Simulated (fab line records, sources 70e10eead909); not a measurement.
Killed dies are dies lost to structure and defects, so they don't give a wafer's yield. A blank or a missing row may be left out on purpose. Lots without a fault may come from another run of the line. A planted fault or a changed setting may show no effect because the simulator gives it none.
Chamber matching | flow nand_harc | NHARC_A_WL_FILL_STRIP_29 on rie_diel-10: 4 sister chambers
The step strips in O2, time 20 s. 4 wafers are shown with their chamber, then 7 later ones without.

WAFERS WITH THEIR CHAMBER
wafer  | chamber | drypump_motor_current_A (A)
L085.2 | 2       | 5.4
L080.2 | 1       | 6.8
L087.1 | 0       | 5.9
L087.4 | 3       | 6.3

WAFERS WITHOUT THEIR CHAMBER
wafer  | drypump_motor_current_A (A)
L087.5 | 6.3
L089.3 | 6.2
L089.4 | 6.8
L089.5 | 6.3
L094.2 | 5.4
L094.3 | 6.3
L094.4 | 6.7

WHICH CHAMBER EACH WENT THROUGH
wafer  | from the rows above | in truth
L087.5 | 3                   | 3
L089.3 | 3                   | 3
L089.4 | 1                   | 1
L089.5 | 3                   | 3
L094.2 | 2                   | 2
L094.3 | 3                   | 3
L094.4 | 1                   | 1
Placed correctly: 7 of 7. Can't be placed from these rows: 0. Placed wrongly: 0.
How it was worked out, from the rows above alone: a wafer's distance from a chamber is the root of the sum, over the readings, of the square of ((its reading less the chamber's mean) divided by the reading's scatter). The wafer belongs to the nearest chamber; if the next one is less than 2 further off, it can't be placed. A chamber's mean is the mean of its shown wafers. The scatter: with one shown wafer a chamber, the root of the mean of the squares of how far each hidden wafer lies from its nearest shown one.
